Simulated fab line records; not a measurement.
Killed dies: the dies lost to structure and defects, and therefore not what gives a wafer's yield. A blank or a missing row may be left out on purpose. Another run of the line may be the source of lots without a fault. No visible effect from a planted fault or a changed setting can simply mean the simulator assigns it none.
Which tool was responsible?    flow nandHarc    39 wafers from 13 lots sampled at 4 of the route's 1302 steps

== WHAT THE GAUGES READ, wafer by wafer ==
The record lacks any reading of a measuring or inspecting step that a usual standard deviation could be used to judge.

== EACH LOT AND THE TOOL THAT RAN IT (in order: tool; ch and the chambers of the sampled wafers; start) ==
lot   NHARC_P_CONTACT_DEGAS_38     NHARC_P_CONTACT_PRE_CLEAN_39  NHARC_P_CONTACT_PVD_32                  NHARC_P_CONTACT_ALD_22
L240  pvdSputter-02, day 7 03:19   pvdSputter-02, day 7 03:22    pvdSputter-02, day 7 03:33 or earlier   aldMetal-01 ch 2,3, day 7 03:33
L241  pvdSputter-02, day 7 13:05   pvdSputter-02, day 7 13:08    pvdSputter-02, day 7 13:20 or earlier   aldMetal-02 ch 1,2, day 7 13:20
L242  pvdSputter-03, day 7 22:35   pvdSputter-03, day 7 22:38    pvdSputter-03, day 7 22:49 or earlier   aldMetal-02 ch 1,2,3, day 7 22:49
L244  pvdSputter-03, day 8 17:41   pvdSputter-03, day 8 17:45    pvdSputter-03, day 8 17:57 or earlier   aldMetal-01 ch 0,2,3, day 8 17:57
L245  pvdSputter-03, day 9 09:55   pvdSputter-03, day 9 09:59    pvdSputter-03, day 9 10:10 or earlier   aldMetal-04 ch 0,1,2, day 9 10:10
L246  pvdSputter-01, day 9 15:17   pvdSputter-01, day 9 15:22    pvdSputter-01, day 9 15:32 or earlier   aldMetal-01 ch 1,2,3, day 9 15:32
L247  pvdSputter-02, day 10 08:02  pvdSputter-02, day 10 08:05   pvdSputter-02, day 10 08:16 or earlier  aldMetal-01 ch 1,2,3, day 10 08:16
L248  pvdSputter-02, day 10 10:06  pvdSputter-02, day 10 10:11   pvdSputter-02, day 10 10:23 or earlier  aldMetal-01 ch 1,2,3, day 10 10:23
L250  pvdSputter-03, day 11 08:35  pvdSputter-03, day 11 08:40   pvdSputter-03, day 11 08:52 or earlier  aldMetal-01 ch 0,1,3, day 11 08:52
L253  pvdSputter-03, day 12 20:13  pvdSputter-03, day 12 20:17   pvdSputter-03, day 12 20:31 or earlier  aldMetal-02 ch 2,3, day 12 20:31
L256  pvdSputter-02, day 13 19:34  pvdSputter-02, day 13 19:38   pvdSputter-02, day 13 19:48 or earlier  aldMetal-04 ch 0,1,3, day 13 19:48
L257  pvdSputter-02, day 14 08:08  pvdSputter-02, day 14 08:13   pvdSputter-02, day 14 08:23 or earlier  aldMetal-01 ch 1,2,3, day 14 08:23
L259  pvdSputter-01, day 15 06:14  pvdSputter-01, day 15 06:20   pvdSputter-01, day 15 06:29             aldMetal-01 ch 2,3, day 15 06:39
- NHARC_P_CONTACT_DEGAS_38: time 60 s.
- NHARC_P_CONTACT_PRE_CLEAN_39: time 19.5 s.
- NHARC_P_CONTACT_PVD_32: deposits Ti, target thk 5 nm, time 17.7 s.
- NHARC_P_CONTACT_ALD_22: deposits TiN, target thk 3 nm, pulse time 1 s, ald cycles 150.

== WHAT THE TOOLS THEMSELVES READ (means of the sampled wafers that have a number; where no wafer has one, the mark that the record gives instead) ==
NHARC_P_CONTACT_DEGAS_38. Usual: heaterPowerW 448 W, standard deviation 57.
lot   tool           heaterPowerW (W)  flag
L240  pvdSputter-02  424               
L241  pvdSputter-02  440               
L242  pvdSputter-03  447               
L244  pvdSputter-03  457               
L245  pvdSputter-03  462               
L246  pvdSputter-01  480               
L247  pvdSputter-02  425               
L248  pvdSputter-02  442               
L250  pvdSputter-03  487               
L253  pvdSputter-03  433               
L256  pvdSputter-02  427               
L257  pvdSputter-02  421               
L259  pvdSputter-01  434               

NHARC_P_CONTACT_PVD_32. Usual: throttleValvePct 30.5 %, standard deviation 0.81.
lot   tool           throttleValvePct (%)  flag
L240  pvdSputter-02  30.5                  
L241  pvdSputter-02  31.4                  
L242  pvdSputter-03  30.3                  
L244  pvdSputter-03  30.2                  
L245  pvdSputter-03  30.0                  
L246  pvdSputter-01  29.4                  
L247  pvdSputter-02  30.6                  
L248  pvdSputter-02  30.3                  
L250  pvdSputter-03  30.0                  
L253  pvdSputter-03  30.3                  
L256  pvdSputter-02  30.8                  
L257  pvdSputter-02  30.9                  
L259  pvdSputter-01  30.9                  

NHARC_P_CONTACT_ALD_22. Usual: heaterPowerW 1063 W, standard deviation 93; precursorPulseHeightRel 0.996, standard deviation 0.02.
lot   tool         heaterPowerW (W)  precursorPulseHeightRel  flag
L240  aldMetal-01  1016              1.000                    
L241  aldMetal-02  1126              0.999                    
L242  aldMetal-02  1086              0.978                    
L244  aldMetal-01  1012              0.999                    
L245  aldMetal-04  1157              1.002                    
L246  aldMetal-01  1017              1.021                    
L247  aldMetal-01  1010              1.000                    
L248  aldMetal-01  1017              0.982                    
L250  aldMetal-01  1039              0.989                    
L253  aldMetal-02  1020              1.002                    
L256  aldMetal-04  1184              0.995                    
L257  aldMetal-01  1007              1.004                    
L259  aldMetal-01  1013              0.995                    

== THE ANSWER, worked out from the rows above alone ==
Rule: a lot is off if the mean of its wafers that have a number lies more than 3 standard deviations from the usual mean. A lot without any number at a reading at which 4 lots or more have one is off too. Any other lot the step has rows for is counted as sound. Order of review: gauges by route order, followed by the tools' own readings, for which a lot's mean as printed above is used. At the first step where some lot is off, the reading lying furthest off is the one used; lots without a number count as furthest.
Nothing can be told from this: no lot is off at any reading shown.

== WHAT WAS PUT IN BY THE SIMULATOR ==
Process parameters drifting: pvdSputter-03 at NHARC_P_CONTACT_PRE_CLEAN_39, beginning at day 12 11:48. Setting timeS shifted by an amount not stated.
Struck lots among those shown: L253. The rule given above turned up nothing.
